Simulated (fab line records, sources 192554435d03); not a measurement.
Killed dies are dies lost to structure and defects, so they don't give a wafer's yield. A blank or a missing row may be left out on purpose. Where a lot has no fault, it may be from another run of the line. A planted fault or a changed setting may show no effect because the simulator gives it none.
A single fault, viewed from 3 desks | flow n5_finfet | every desk sees just its own numbers, and what lay behind them comes last

THE METROLOGY DESK
Means of the sampled wafers that have a number, per lot and without regard to the tool the lot ran on: this is what the gauges read. Any lot whose mean is over 4 standard deviations away from the usual mean is out of limits and marked OUT; that distance is given in the brackets.
Columns: A = cd_nm at N5_BEOL_M8_CD_MEAS_11, usual 38.5 nm
lot  | first seen here | A
L664 | day 9 01:25     | 38.6
L666 | day 9 12:49     | 38.0
L669 | day 10 11:10    | 38.7
L670 | day 10 15:05    | 38.6
L677 | day 13 06:08    | 38.4
L676 | day 13 07:37    | 38.8
L679 | day 13 18:25    | 37.9
L681 | day 14 03:55    | 38.0
L686 | day 15 13:32    | 38.5
L687 | day 15 22:32    | 38.6
This desk's finding: nothing out of limits on any of the 10 lots.

TOOL OWNER'S DESK, rie_diel-06
The tool's own readings at N5_BEOL_M8_ETCH_65 (etches SiARC in CF4, target depth 15.6 nm, time 26 s): means of the sampled wafers that have a number, for each lot that ran on this tool. Any lot whose mean is over 4 standard deviations away from the usual mean is out of limits and marked OUT; that distance is given in the brackets.
Columns: A = drypump_motor_current_A at N5_BEOL_M8_ETCH_65, usual 5.7 A; B = etch_rf_on_time_s at N5_BEOL_M8_ETCH_65, usual 25.8 s; C = oes_product_au at N5_BEOL_M8_ETCH_65, usual 0.69 a.u.; D = rf_fwd_power_W at N5_BEOL_M8_ETCH_65, usual 532.2 W; E = rf_vpp_V at N5_BEOL_M8_ETCH_65, usual 183.8 V; F = showerhead_plenum_p_Torr at N5_BEOL_M8_ETCH_65, usual 2.12 Torr; G = throttle_valve_pct at N5_BEOL_M8_ETCH_65, usual 15.48 %
lot  | first seen here | A   | B              | C    | D               | E               | F    | G
L664 | day 9 02:36     | 5.7 | 25.9           | 0.64 | 531.3           | 184.8           | 2.14 | 15.57
L669 | day 10 13:51    | 5.8 | 21.6 (-14) OUT | 0.73 | 663.7 (+63) OUT | 169.5 (-13) OUT | 2.08 | 15.59
L670 | day 10 18:00    | 5.7 | 21.6 (-14) OUT | 0.70 | 661.8 (+62) OUT | 170.3 (-12) OUT | 2.14 | 15.61
L677 | day 13 11:25    | 5.6 | 25.7           | 0.64 | 534.1           | 183.4           | 2.11 | 15.55
L679 | day 13 20:11    | 5.6 | 26.1           | 0.64 | 531.0           | 184.0           | 2.11 | 15.56
This desk's verdict: out of limits on L669, L670, starting with L669 at day 10 13:51 (etch_rf_on_time_s at N5_BEOL_M8_ETCH_65). L664, L677, L679 stayed within limits.

THE DEFECT DESK
What the inspections along the route counted, lot by lot: means of the sampled wafers that have a number. Any lot whose mean is over 4 standard deviations away from the usual mean is out of limits and marked OUT; that distance is given in the brackets.
Columns: A = raw_defect_count at N5_BEOL_M8_INSPECT_30, usual 407
lot  | first seen here | A
L664 | day 9 02:31     | 427
L666 | day 9 14:50     | 426
L669 | day 10 13:46    | 457
L670 | day 10 17:54    | 380
L677 | day 13 11:03    | 431
L676 | day 13 11:23    | 329
L679 | day 13 19:52    | 368
L681 | day 14 05:09    | 383
L686 | day 15 16:12    | 433
L687 | day 16 02:41    | 691
This desk's finding: nothing out of limits on any of the 10 lots.

ALL TOGETHER
The tool owner's desk had the chance to raise an alarm at day 10 13:51 on L669, L670.
At the metrology desk, nothing out of limits was observed.
No out-of-limits result turned up at the defect desk.
The metrology desk holds a record of L669, L670, inside its limits.
The defect desk has L669, L670 on record, within its limits.
Of the lots named, all ran N5_BEOL_M8_ETCH_65 on rie_diel-06.

WHAT HAD BEEN PUT IN BY THE SIMULATOR
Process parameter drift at N5_BEOL_M8_ETCH_65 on rie_diel-06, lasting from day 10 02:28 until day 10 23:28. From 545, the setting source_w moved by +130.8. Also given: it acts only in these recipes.
Lots struck among those shown: L669, L670.
Delay in hours, fault start to first out-of-limits reading, by desk: the tool owner's desk at 11.
